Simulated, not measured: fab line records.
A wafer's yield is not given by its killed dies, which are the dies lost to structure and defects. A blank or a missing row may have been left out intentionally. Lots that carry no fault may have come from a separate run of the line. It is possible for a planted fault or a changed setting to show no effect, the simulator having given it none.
Which tool did it? + flow nand harc + 12 lots, 36 wafers sampled, at 5 steps of a route of 1302

== WHAT THE GAUGES SHOWED, per wafer ==
NHARC_END_SORT_01. Usual: killed at array 58, standard deviation 20; killed at other 0.9, standard deviation 1.4; killed at periphery 4, standard deviation 3.1; killed dies 63, standard deviation 20; killed open 3.3, standard deviation 1.8; killed short 2.4, standard deviation 1.5.
| lot  | measured     | on        | killed at array | killed at other | killed at periphery | killed dies | killed open | killed short | flag |
|------|--------------|-----------|-----------------|-----------------|---------------------|-------------|-------------|--------------|------|
| L277 | day 28 09:01 | prober-02 | 33 28 32        | 3 3 1           | 0 1 2               | 36 32 35    | 2 4 3       | 4 2 3        |      |
| L280 | day 29 16:34 | prober-01 | 65 673 78       | 0 0 1           | 4 4 11              | 69 677 90   | 7 1 2       | 3 2 4        | OFF  |
| L282 | day 31 04:09 | prober-01 | 64 62 673       | 1 0 1           | 3 6 3               | 68 68 677   | 5 2 4       | 4 0 4        | OFF  |

== WHICH TOOL RAN EACH LOT (tool, then ch and the chambers of the sampled wafers, then the start) ==
| lot  | NHARC_A_STAIRCASE_ETCHBACK_422     | NHARC_A_STAIRCASE_CMP_472     | NHARC_A_SGD_CUT_ETCH_58            | NHARC_A_SLIT_DEP_00           |
|------|------------------------------------|-------------------------------|------------------------------------|-------------------------------|
| L269 | rie diel-13 ch 0,1,2, day 19 18:35 | cmp-01 ch 0,2,3, day 19 22:05 | rie diel-09 ch 1,2,3, day 19 23:26 | acl dep-03 ch 0, day 20 07:32 |
| L270 | rie diel-06 ch 0,1,2, day 20 00:38 | cmp-01 ch 0,1,3, day 20 01:43 | rie diel-07 ch 0,1, day 20 03:05   | acl dep-01 ch 0, day 20 13:07 |
| L275 | rie diel-01 ch 1,3, day 21 14:50   | cmp-01 ch 0,2,3, day 21 15:59 | rie diel-07 ch 0,2,3, day 21 17:15 | acl dep-01 ch 0, day 22 05:50 |
| L277 | rie diel-13 ch 0,1,2, day 22 10:00 | cmp-04 ch 1,2,3, day 22 10:56 | rie diel-09 ch 0,1, day 22 12:10   | acl dep-01 ch 0, day 22 19:55 |
| L278 | rie diel-13 ch 1,2,3, day 22 10:35 | cmp-03 ch 1,2, day 22 11:28   | rie diel-02 ch 0,1,2, day 22 12:53 | acl dep-02 ch 0, day 22 19:36 |
| L280 | rie diel-13 ch 1,2,3, day 23 19:40 | cmp-04 ch 0,2,3, day 23 20:34 | rie diel-02 ch 0,1,2, day 23 21:58 | acl dep-03 ch 0, day 24 09:18 |
| L282 | rie diel-01 ch 1,2, day 24 01:14   | cmp-04 ch 0,2, day 24 02:10   | rie diel-02 ch 0,2,3, day 24 03:25 | acl dep-03 ch 0, day 25 04:43 |
| L285 | rie diel-13 ch 0,3, day 25 16:46   | cmp-04 ch 0,2, day 25 17:45   | rie diel-09 ch 1,2,3, day 25 19:02 | acl dep-03 ch 0, day 26 03:28 |
| L288 | rie diel-01 ch 0,1,3, day 26 19:59 | cmp-04 ch 0,3, day 26 20:52   | rie diel-02 ch 1,2, day 26 22:09   | acl dep-01 ch 0, day 27 07:12 |
| L290 | rie diel-13 ch 1,2,3, day 28 18:18 | cmp-03 ch 1,2,3, day 28 19:39 | rie diel-07 ch 0,1, day 28 21:01   | acl dep-01 ch 0, day 29 10:47 |
| L292 | rie diel-13 ch 0,3, day 28 18:20   | cmp-01 ch 0,2, day 28 19:37   | rie diel-02 ch 1,3, day 28 21:10   | acl dep-02 ch 0, day 29 08:23 |
| L291 | rie diel-01 ch 0,1,2, day 28 21:35 | cmp-03 ch 1,3, day 28 22:39   | rie diel-02 ch 0,1,3, day 29 00:05 | acl dep-02 ch 0, day 29 14:35 |
- NHARC_A_STAIRCASE_ETCHBACK_422: etches the open film in CH3F/O2, target depth 40 nm, time 74.286 s.
- NHARC_A_STAIRCASE_CMP_472: polishes SiO2.
- NHARC_A_SGD_CUT_ETCH_58: etches the open film in CF4, target depth 39 nm, time 65 s.
- NHARC_A_SLIT_DEP_00: deposits aC, target thk 6200 nm.

== AS READ BY THE TOOLS THEMSELVES (means over the sampled wafers that have a number; for cases with no such wafer, the mark the record gives instead) ==
NHARC_A_STAIRCASE_ETCHBACK_422. Usual: drypump motor current A 5.8 A, standard deviation 0.43; oes product au 0.95 a.u., standard deviation 0.034; rf vpp V 244.5 V, standard deviation 1.9; showerhead plenum p Torr 2.48 Torr, standard deviation 0.12; throttle valve pct 20.662 %, standard deviation 0.0087.
| lot  | tool        | drypump motor current A (A) | oes product au (a.u.) | rf vpp V (V) | showerhead plenum p Torr (Torr) | throttle valve pct (%) | flag |
|------|-------------|-----------------------------|-----------------------|--------------|---------------------------------|------------------------|------|
| L269 | rie diel-13 | 5.8                         | 0.93                  | 245.6        | 2.51                            | 20.662                 |      |
| L270 | rie diel-06 | 5.9                         | 0.93                  | 243.6        | 2.39                            | 20.660                 |      |
| L275 | rie diel-01 | 6.2                         | 0.93                  | 242.8        | 2.34                            | 20.665                 |      |
| L277 | rie diel-13 | 5.7                         | 0.92                  | 245.6        | 2.50                            | 20.675                 |      |
| L278 | rie diel-13 | 6.0                         | 1.00                  | 244.5        | 2.47                            | 20.667                 |      |
| L280 | rie diel-13 | 6.0                         | 1.01                  | 244.0        | 2.47                            | 20.663                 |      |
| L282 | rie diel-01 | 5.7                         | 1.00                  | 243.1        | 2.38                            | 20.666                 |      |
| L285 | rie diel-13 | 6.0                         | 1.01                  | 246.2        | 2.55                            | 20.666                 |      |
| L288 | rie diel-01 | 5.8                         | 0.92                  | 245.8        | 2.53                            | 20.672                 |      |
| L290 | rie diel-13 | 6.0                         | 0.97                  | 244.4        | 2.45                            | 20.666                 |      |
| L292 | rie diel-13 | 6.0                         | 0.92                  | 245.3        | 2.54                            | 20.655                 |      |
| L291 | rie diel-01 | 5.6                         | 0.92                  | 246.1        | 2.60                            | 20.661                 |      |

NHARC_A_STAIRCASE_CMP_472. Usual: motor current A 12.0 A, standard deviation 1.6; slurry flow ml min 150.1, standard deviation 0.45.
| lot  | tool   | motor current A (A) | slurry flow ml min | flag |
|------|--------|---------------------|--------------------|------|
| L269 | cmp-01 | 11.0                | 150.1              |      |
| L270 | cmp-01 | 11.4                | 150.5              |      |
| L275 | cmp-01 | 11.0                | 150.2              |      |
| L277 | cmp-04 | 11.8                | 149.8              |      |
| L278 | cmp-03 | 12.5                | 150.2              |      |
| L280 | cmp-04 | 12.5                | 150.4              |      |
| L282 | cmp-04 | 12.6                | 150.4              |      |
| L285 | cmp-04 | 12.3                | 149.8              |      |
| L288 | cmp-04 | 12.7                | 150.2              |      |
| L290 | cmp-03 | 13.2                | 150.2              |      |
| L292 | cmp-01 | 10.6                | 149.9              |      |
| L291 | cmp-03 | 12.8                | 150.6              |      |

NHARC_A_SGD_CUT_ETCH_58. Usual: drypump motor current A 5.8 A, standard deviation 0.43; oes product au 0.999 a.u., standard deviation 0.0084; rf vpp V 150.8 V, standard deviation 1; showerhead plenum p Torr 1.74 Torr, standard deviation 0.046; throttle valve pct 13.284 %, standard deviation 0.0088.
| lot  | tool        | drypump motor current A (A) | oes product au (a.u.) | rf vpp V (V) | showerhead plenum p Torr (Torr) | throttle valve pct (%) | flag |
|------|-------------|-----------------------------|-----------------------|--------------|---------------------------------|------------------------|------|
| L269 | rie diel-09 | 6.1                         | 0.997                 | 150.5        | 1.72                            | 13.282                 |      |
| L270 | rie diel-07 | 5.9                         | 1.005                 | 150.3        | 1.74                            | 13.285                 |      |
| L275 | rie diel-07 | 5.5                         | 0.999                 | 151.9        | 1.75                            | 13.280                 |      |
| L277 | rie diel-09 | 6.0                         | 1.003                 | 151.6        | 1.79                            | 13.288                 |      |
| L278 | rie diel-02 | 5.6                         | 1.000                 | 150.9        | 1.75                            | 13.283                 |      |
| L280 | rie diel-02 | 5.6                         | 0.931                 | 150.9        | 1.75                            | 13.290                 | OFF  |
| L282 | rie diel-02 | 5.9                         | 0.930                 | 150.4        | 1.71                            | 13.275                 | OFF  |
| L285 | rie diel-09 | 6.1                         | 1.004                 | 150.6        | 1.72                            | 13.287                 |      |
| L288 | rie diel-02 | 5.5                         | 0.986                 | 152.4        | 1.78                            | 13.285                 |      |
| L290 | rie diel-07 | 6.2                         | 0.996                 | 151.2        | 1.74                            | 13.285                 |      |
| L292 | rie diel-02 | 5.5                         | 0.994                 | 151.3        | 1.77                            | 13.279                 |      |
| L291 | rie diel-02 | 5.6                         | 0.998                 | 151.2        | 1.74                            | 13.289                 |      |

NHARC_A_SLIT_DEP_00. Usual: throttle valve pct 35.001 %, standard deviation 0.0088.
| lot  | tool       | throttle valve pct (%) | flag |
|------|------------|------------------------|------|
| L269 | acl dep-03 | 34.999                 |      |
| L270 | acl dep-01 | 34.994                 |      |
| L275 | acl dep-01 | 35.002                 |      |
| L277 | acl dep-01 | 34.997                 |      |
| L278 | acl dep-02 | 34.997                 |      |
| L280 | acl dep-03 | 35.002                 |      |
| L282 | acl dep-03 | 34.996                 |      |
| L285 | acl dep-03 | 34.997                 |      |
| L288 | acl dep-01 | 34.998                 |      |
| L290 | acl dep-01 | 34.996                 |      |
| L292 | acl dep-02 | 34.998                 |      |
| L291 | acl dep-02 | 35.000                 |      |

== THE ANSWER, worked out from the rows above alone ==
Rule: a lot counts as off when the mean over its wafers that have a number is more than 3 standard deviations away from the usual mean. A lot without any number at a reading at which 4 lots or more have one is off too. The other lots that the step has rows for count as sound. First the gauges in route order, then the tools' own readings, where a lot's mean is used as printed above. The first step at which some lot is off is used, and at that step the reading that is off furthest; a lot without a number counts as furthest.
Off: L280, L282, at NHARC_END_SORT_01 (killed dies). Neither off nor sound, because the step has no rows for them: L269, L270, L275, L278, L285, L288, L290, L292, L291.
If a tool, at a process step before that reading, ran all the lots that are off and no sound lot after the first of them, it fits. The gauges at NHARC_END_SORT_01 aren't tried: what is off there is off at NHARC_A_SGD_CUT_ETCH_58 too, on other tools, and a gauge's error can't cause that. Can't be told from this: 3 tools fit, cmp-04 at NHARC_A_STAIRCASE_CMP_472, rie diel-02 at NHARC_A_SGD_CUT_ETCH_58, acl dep-03 at NHARC_A_SLIT_DEP_00.

== WHAT WAS PUT IN BY THE SIMULATOR ==
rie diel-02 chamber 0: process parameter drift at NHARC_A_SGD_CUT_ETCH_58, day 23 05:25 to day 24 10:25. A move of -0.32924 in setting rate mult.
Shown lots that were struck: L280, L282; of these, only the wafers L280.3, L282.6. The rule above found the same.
